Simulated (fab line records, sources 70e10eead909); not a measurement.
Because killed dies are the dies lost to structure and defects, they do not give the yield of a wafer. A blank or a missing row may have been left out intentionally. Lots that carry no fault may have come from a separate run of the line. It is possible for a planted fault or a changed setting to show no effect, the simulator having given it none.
Matching of chambers -- flow nand-harc -- cmp-02 running NHARC_P_BONDPAD_CMP_32: 4 sister chambers
The step polishes SiCN, target thk 200 nm. 8 wafers are shown with their chamber, then 8 later ones without.

## WAFERS, EACH WITH ITS CHAMBER
wafer,chamber,motor-current-A (A)
L074.5,1,12.1
L081.1,3,12.6
L082.2,0,11.7
L082.3,1,11.8
L085.1,3,11.8
L085.2,2,12.8
L085.6,0,11.9
L087.3,2,12.6

## WAFERS WHOSE CHAMBER IS MISSING
wafer,motor-current-A (A)
L087.5,11.9
L087.6,11.7
L092.2,11.6
L092.5,11.6
L092.6,11.2
L097.3,12.3
L097.5,13.0
L097.6,12.0

## WHICH CHAMBER EACH WENT THROUGH
wafer,from the rows above,in truth
L087.5,can't be placed: 1 or 0 or 3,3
L087.6,can't be placed: 0 or 1 or 3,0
L092.2,can't be placed: 0 or 1 or 3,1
L092.5,can't be placed: 0 or 1 or 3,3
L092.6,can't be placed: 0 or 1 or 3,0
L097.3,can't be placed: 3 or 1 or 2 or 0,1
L097.5,can't be placed: 2 or 3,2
L097.6,can't be placed: 1 or 0 or 3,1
Placed correctly: 0 of 8. These rows do not allow placing 8 (true chamber among the candidates in 8). Number placed wrongly: 0.
How it was worked out, from the rows above alone: a wafer's distance from a chamber is the root of the sum, over the readings, of the square of ((its reading less the chamber's mean) divided by the reading's scatter). The wafer belongs to the nearest chamber; if the next one is less than 2 further off, it can't be placed. For every chamber, the mean is computed from those of its wafers that are shown. The scatter: take each reading less its chamber's mean, square it, sum over the shown wafers, divide by the number of wafers less the number of chambers, and take the root.
